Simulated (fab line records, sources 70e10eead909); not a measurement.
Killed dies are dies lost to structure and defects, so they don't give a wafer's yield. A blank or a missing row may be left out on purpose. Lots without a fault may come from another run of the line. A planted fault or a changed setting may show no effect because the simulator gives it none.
Chamber matching | flow nand_harc | NHARC_P_M0_PRE_CLEAN_31 on pecvd-04: 3 sister chambers
The step time 12 s. 3 wafers are shown with their chamber, then 8 later ones without.

WAFERS WITH THEIR CHAMBER
wafer  | chamber | heater_power_w (W)
L088.2 | 1       | 507
L088.5 | 2       | 622
L092.1 | 0       | 617

WAFERS WITHOUT THEIR CHAMBER
wafer  | heater_power_w (W)
L092.3 | 597
L092.4 | 607
L092.2 | 724
L092.5 | 582
L092.6 | 730
L097.2 | 636
L097.4 | 639
L097.6 | 524

WHICH CHAMBER EACH WENT THROUGH
wafer  | from the rows above          | in truth
L092.3 | can't be placed: 0 or 2 or 1 | 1
L092.4 | can't be placed: 0 or 2 or 1 | 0
L092.2 | can't be placed: 2 or 0      | 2
L092.5 | can't be placed: 0 or 2 or 1 | 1
L092.6 | can't be placed: 2 or 0      | 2
L097.2 | can't be placed: 2 or 0      | 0
L097.4 | can't be placed: 2 or 0      | 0
L097.6 | can't be placed: 1 or 0 or 2 | 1
Placed correctly: 0 of 8. Can't be placed from these rows: 8 (the true chamber is among the candidates in 8). Placed wrongly: 0.
How it was worked out, from the rows above alone: a wafer's distance from a chamber is the root of the sum, over the readings, of the square of ((its reading less the chamber's mean) divided by the reading's scatter). The wafer belongs to the nearest chamber; if the next one is less than 2 further off, it can't be placed. A chamber's mean is the mean of its shown wafers. The scatter: with one shown wafer a chamber, the root of the mean of the squares of how far each hidden wafer lies from its nearest shown one.
